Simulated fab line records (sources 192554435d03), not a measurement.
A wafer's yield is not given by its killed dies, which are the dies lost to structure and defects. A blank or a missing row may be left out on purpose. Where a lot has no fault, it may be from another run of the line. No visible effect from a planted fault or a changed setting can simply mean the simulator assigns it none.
Which tool did it? + flow n5Finfet + Sampling: 12 lots, 36 wafers, 3 of 1938 route steps

## WHAT THE GAUGES READ, wafer by wafer
N5_BEOL_M9_OVL_MEAS_12. Usual: M9_OVL typically reads 0.1 nm, with standard deviation 0.87.
| lot  | measured     | on         | M9_OVL (nm)    | flag |
|------|--------------|------------|----------------|------|
| L653 | day 9 04:25  | overlay-02 | -1.2 0.0 -0.1  |      |
| L654 | day 9 23:55  | overlay-01 | 2.0 0.7 2.5    |      |
| L656 | day 10 07:40 | overlay-02 | 1.0 -0.8 0.2   |      |
| L658 | day 10 18:44 | overlay-01 | -0.3 -0.7 -1.4 |      |
| L660 | day 11 01:37 | overlay-01 | -0.4 0.1 0.6   |      |
| L661 | day 11 07:42 | overlay-01 | -0.5 -0.2 -0.7 |      |
| L662 | day 11 11:32 | overlay-02 | -0.1 -0.4 0.0  |      |
| L663 | day 11 23:04 | overlay-01 | -0.6 -0.4 -0.3 |      |
| L664 | day 12 02:27 | overlay-01 | -1.8 0.1 -0.5  |      |
| L666 | day 12 20:49 | overlay-02 | 1.5 0.2 1.4    |      |
| L667 | day 13 04:59 | overlay-02 | 0.0 0.5 1.0    |      |
| L671 | day 13 21:08 | overlay-02 | 0.7 1.4 0.3    |      |

N5_BEOL_M9_OVL_MEAS_29. Usual: V8_OVL typically reads 0.2 nm, with standard deviation 0.64.
| lot  | measured     | on         | V8_OVL (nm)    | flag |
|------|--------------|------------|----------------|------|
| L653 | day 9 05:18  | overlay-02 | -0.1 0.0 -0.3  |      |
| L654 | day 10 02:05 | overlay-01 | -0.4 -0.1 0.3  |      |
| L656 | day 10 10:36 | overlay-01 | 0.3 0.1 -0.1   |      |
| L658 | day 10 20:49 | overlay-01 | 0.5 0.0 -0.4   |      |
| L660 | day 11 02:40 | overlay-01 | -0.9 -0.5 -0.1 |      |
| L661 | day 11 08:43 | overlay-02 | -0.4 -1.0 -0.6 |      |
| L662 | day 11 13:19 | overlay-01 | 0.2 0.4 -0.2   |      |
| L663 | day 12 00:41 | overlay-01 | -0.3 0.1 -1.0  |      |
| L664 | day 12 04:41 | overlay-01 | 0.2 -0.1 0.7   |      |
| L666 | day 12 23:11 | overlay-01 | 0.7 0.8 1.5    |      |
| L667 | day 13 07:47 | overlay-01 | 0.7 0.4 1.4    |      |
| L671 | day 14 01:01 | overlay-01 | 0.0 -1.3 -0.4  |      |

## EACH LOT AND THE TOOL THAT RAN IT (in order: tool; ch and the chambers of the sampled wafers; start)
| lot  | N5_BEOL_M9_EXPOSE_25             |
|------|----------------------------------|
| L653 | euvScanner-02 ch 0, day 9 05:08  |
| L654 | euvScanner-01 ch 0, day 10 01:56 |
| L656 | euvScanner-02 ch 0, day 10 10:26 |
| L658 | euvScanner-01 ch 0, day 10 20:40 |
| L660 | euvScanner-02 ch 0, day 11 02:31 |
| L661 | euvScanner-02 ch 0, day 11 08:33 |
| L662 | euvScanner-02 ch 0, day 11 13:09 |
| L663 | euvScanner-02 ch 0, day 12 00:31 |
| L664 | euvScanner-01 ch 0, day 12 04:32 |
| L666 | euvScanner-01 ch 0, day 12 23:02 |
| L667 | euvScanner-01 ch 0, day 13 07:38 |
| L671 | euvScanner-01 ch 0, day 14 00:52 |
- N5_BEOL_M9_EXPOSE_25: exposes mask V8.

## AS READ BY THE TOOLS THEMSELVES (means over the sampled wafers that have a number; for cases with no such wafer, the mark the record gives instead)
N5_BEOL_M9_EXPOSE_25. Usual: exposureDoseMJCm2 at 37.19, with a standard deviation of 0.17.
| lot  | tool          | exposureDoseMJCm2 | flag |
|------|---------------|-------------------|------|
| L653 | euvScanner-02 | 37.15             |      |
| L654 | euvScanner-01 | 37.16             |      |
| L656 | euvScanner-02 | 37.14             |      |
| L658 | euvScanner-01 | 37.17             |      |
| L660 | euvScanner-02 | 37.14             |      |
| L661 | euvScanner-02 | 37.10             |      |
| L662 | euvScanner-02 | 37.19             |      |
| L663 | euvScanner-02 | 37.12             |      |
| L664 | euvScanner-01 | 37.18             |      |
| L666 | euvScanner-01 | 37.15             |      |
| L667 | euvScanner-01 | 37.17             |      |
| L671 | euvScanner-01 | 36.42             | OFF  |

## THE ANSWER, worked out from the rows above alone
Rule: a lot is off if the mean of its wafers that have a number lies more than 3 standard deviations from the usual mean. Also off: a lot with no number at a reading for which 4 or more lots have one. All remaining lots with rows at the step are treated as sound. First the gauges in route order, then the tools' own readings, where a lot's mean is used as printed above. The first step at which some lot is off is used, and at that step the reading that is off furthest; a lot without a number counts as furthest.
Off: L671, at N5_BEOL_M9_EXPOSE_25 (exposureDoseMJCm2).
A tool fits if, at that step or a process step before it, it ran every lot that is off, and no sound lot after the first of them. One fits: euvScanner-01 at N5_BEOL_M9_EXPOSE_25. Its last sound lot is L667 (day 13 07:38), its first lot that is off L671 (day 14 00:52): a fault that began between those two fits.
On the lots that are off, the tool's own readings at N5_BEOL_M9_EXPOSE_25 differ by more than 5 times the standard deviation of the sound lots' means, which bears it out; exposureDoseMJCm2 reads 36.42 there versus 37.15 on the sound lots.

## WHAT THE SIMULATOR PUT IN
Process parameter drift: euvScanner-01, from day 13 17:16 on, at N5_BEOL_M9_EXPOSE_25. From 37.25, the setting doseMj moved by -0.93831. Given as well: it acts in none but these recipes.
Shown lots that were struck: L671. The same result came from the rule above.
